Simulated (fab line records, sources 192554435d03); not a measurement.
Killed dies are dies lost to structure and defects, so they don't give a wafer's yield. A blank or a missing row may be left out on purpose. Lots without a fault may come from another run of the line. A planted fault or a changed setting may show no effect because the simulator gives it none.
Split-lot experiment | flow n5_finfet | 7 lots, 21 wafers read, on a route of 1938 steps

THE SPLIT
At N5_SDB_COAT_05 (resist thk 90 nm), the setting spin_rpm was moved away from the recipe's 1500 rpm on 8 of the 21 wafers read, by -9.3% to +8.8%. The other wafers ran this setting at the recipe's value.

FROM THE SPLIT TO THE READING: what the file shows between them, 2 steps
- N5_SDB_EBR_07
- N5_SDB_SOFTBAKE_06: time 60 s

THE READING
CAR-ArF_of_SDB_COAT_05.thk_nm (the simulator's own value, which no gauge read), in nm, at N5_SDB_DESCUM_16 (chemistry O2, time 7.9 s). The file gives no usual value for it. The 13 wafers here that ran the recipe average 83.5 nm, standard deviation 0.25 nm.

wafer  | tool, chamber at the split | spin_rpm as run, rpm | against the recipe | CAR-ArF_of_SDB_COAT_05.thk_nm, nm | against lot-mates on the recipe
L074.3 | litho_track-01, 0          | 1500                 | recipe             | 83.6                              | -
L074.5 | litho_track-01, 0          | 1500                 | recipe             | 83.6                              | -
L074.4 | litho_track-01, 0          | 1500                 | recipe             | 84                                | -
L076.1 | litho_track-01, 0          | 1500                 | recipe             | 83.8                              | -
L076.4 | litho_track-01, 0          | 1500                 | recipe             | 83.8                              | -
L076.6 | litho_track-01, 0          | 1594                 | +6.3%              | 80.8                              | -3.0
L080.2 | litho_track-02, 0          | 1553                 | +3.5%              | 82.4                              | -1.4
L080.6 | litho_track-02, 0          | 1553                 | +3.5%              | 82.4                              | -1.4
L080.5 | litho_track-02, 0          | 1500                 | recipe             | 83.8                              | -
L081.3 | litho_track-02, 0          | 1500                 | recipe             | 83.6                              | -
L081.4 | litho_track-02, 0          | 1632                 | +8.8%              | 80                                | -3.6
L081.6 | litho_track-02, 0          | 1632                 | +8.8%              | 80.2                              | -3.4
L088.1 | litho_track-03, 0          | 1500                 | recipe             | 83.2                              | -
L088.2 | litho_track-03, 0          | 1500                 | recipe             | 83.2                              | -
L088.5 | litho_track-03, 0          | 1500                 | recipe             | 83.4                              | -
L090.1 | litho_track-03, 0          | 1500                 | recipe             | 83.4                              | -
L090.4 | litho_track-03, 0          | 1361                 | -9.3%              | 88                                | +4.6
L090.6 | litho_track-03, 0          | 1361                 | -9.3%              | 87.4                              | +4.0
L097.1 | litho_track-03, 0          | 1500                 | recipe             | 83.2                              | -
L097.2 | litho_track-03, 0          | 1500                 | recipe             | 83.4                              | -
L097.5 | litho_track-03, 0          | 1587                 | +5.8%              | 80.2                              | -3.1

THE FIT
A straight line over all 21 wafers: CAR-ArF_of_SDB_COAT_05.thk_nm changes by -0.431 nm for each +1% of spin_rpm; r = -0.99; the points scatter about the line by 0.35 nm.
The same after taking each lot's own level away (the mean of its wafers on the recipe; 21 wafers): -0.444 nm for each +1%; r = -0.99; scatter 0.24 nm.
On that fit, the largest move of spin_rpm shifts the reading by 4.1 nm.
The lots' own levels span 83.27 to 83.80 nm, that is 2.1 times the standard deviation above.
So the lot-to-lot level changes the slope little: the two slopes agree.
Check: with one of the wafers moved furthest among these (-9.3%) left out of the fit, the line predicts +3.97 nm for it against its lot-mates. It came out at +4.6 nm against them.

THE WHOLE CHAIN: every reading that the file lists as answering this split, in the file's order
step             | what it does             | reading                                                                        | change (the file's fit)               | r (the file's)
N5_SDB_COAT_05   | resist thk 90 nm         | CAR-ArF_of_SDB_COAT_05.thk_nm (the simulator's own value, which no gauge read) | -0.46 nm for each +1% of the setting  | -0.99
N5_SDB_DESCUM_16 | chemistry O2, time 7.9 s | CAR-ArF_of_SDB_COAT_05.thk_nm (the simulator's own value, which no gauge read) | -0.452 nm for each +1% of the setting | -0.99

THE FILE'S OWN FIT
CAR-ArF_of_SDB_COAT_05.thk_nm changes by -0.452 nm for each +1% of spin_rpm, r = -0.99.
